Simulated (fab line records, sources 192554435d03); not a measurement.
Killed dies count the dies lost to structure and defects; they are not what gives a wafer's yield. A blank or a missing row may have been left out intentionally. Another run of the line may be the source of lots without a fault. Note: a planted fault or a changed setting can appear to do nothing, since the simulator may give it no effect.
Struck lot and sound lot, side by side | flow n5Finfet | 15 steps out of a route of 1938
Sound: these wafers, L928.4, L928.5, L928.6. Wafers struck: L938.1, L938.3, L938.6. The cause is given at the end.
For every step that has rows: the tool of each side, followed by ch and its chambers, followed by its first start. Under that, the readings that differ: sound wafers | struck wafers | difference of the means | sigmas: that difference in standard deviations of wafers without a fault.
alike: readings with means less than 2 such deviations apart, plus words and numbers identical on both sides. not compared: withheld readings, readings lacking a value on some wafer, bounds such as >300 that could conceal the same value, and numbers that have no deviation in the record and whose values overlap.
The two part at a step that has a row with sigmas, a row that says differs or no value, or rows on one side only. When numbers do not overlap yet have no deviation, they are printed without sigmas and do not part them. Lack of a reading on every wafer of one side parts them only where that side has two or more wafers.

N5_BEOL_M14_CMP_49: polishes, stops on SiO2, t overpolish 5.2 s, target thk 560 nm.
  sound on cmp-04 ch 0,1, day 19 04:40; struck on cmp-04 ch 1,2,3, day 22 04:43
  alike: barrierFieldEndpointS, motorCurrentA, overpolishRunS, platenRpm, timeToEndpointS
N5_BEOL_M14_THK_MEAS_50: measures by xrf.
  struck on filmMetro-01, day 22 04:56; sound on filmMetro-02, day 19 04:57
  alike: M14_THK
then, 1 step without rows for these wafers: N5_BEOL_M14_PRE_CLEAN_52 (time 15 s).
N5_BEOL_M14_DEP_53: deposits SiCN from 3MS/NH3, target thk 50 nm, time 17.8 s.
  sound on pecvd-04 ch 0,1,2, day 19 05:02; struck on pecvd-04 ch 0,1,2, day 22 04:59
  alike: showerheadPlenumPTorr, throttleValvePct
N5_BEOL_M14_RS_MEAS_54: a four-point-probe measurement.
  struck on filmMetro-01, day 22 05:04; sound on filmMetro-01, day 19 05:05
  alike: M14_RS
N5_BEOL_M14_INSPECT_55: inspects for defects (darkfield).
  struck on defectInspect-01, day 22 05:05; sound on defectInspect-02, day 19 05:07
  alike: rawDefectCount
N5_BEOL_M15_ILD_DEP_00: deposits SiO2 from TEOS/O2, target thk 1629.3 nm, time 346.1 s.
  sound on pecvd-03 ch 0,1,2, day 19 05:15; struck on pecvd-01 ch 1,2, day 22 05:07
  alike: heaterPowerW, showerheadPlenumPTorr, throttleValvePct
N5_BEOL_M15_THK_MEAS_01:
  struck on filmMetro-01, day 22 05:22; sound on filmMetro-01, day 19 05:23
  alike: M15_ILD_THK
then, 4 steps without rows for these wafers: N5_BEOL_M15_COAT_58 (time 60 s, resist thk 89 nm); N5_BEOL_M15_COAT_04 (resist thk 800 nm); N5_BEOL_M15_EBR_06; N5_BEOL_M15_SOFTBAKE_05 (time 60 s).
N5_BEOL_M15_EXPOSE_07: exposes mask V14.
  sound on krfScanner-01 ch 0, day 19 05:32; struck on krfScanner-02 ch 0, day 22 05:30
reading           | sound             | struck            | difference | sigmas
exposureDoseMJCm2 | 41.25 41.22 41.22 | 40.63 40.65 40.71 | -0.57      | -11
  alike: mask
then, 1 step without rows for these wafers: N5_BEOL_M15_PEB_08 (peb time 90 s).
N5_PASSIVATION_PROBE_49:
  rows exist in the record for the struck wafers here (prober-02, day 23 09:11), but not for the sound ones

== WHERE THEY PART ==
First at N5_BEOL_M15_EXPOSE_07; last, within this record, at N5_PASSIVATION_PROBE_49.

WHY: whatever the simulator had introduced
Drift in process parameters on krfScanner-02 at N5_BEOL_M15_EXPOSE_07, starting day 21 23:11. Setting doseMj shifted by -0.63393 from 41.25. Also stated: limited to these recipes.
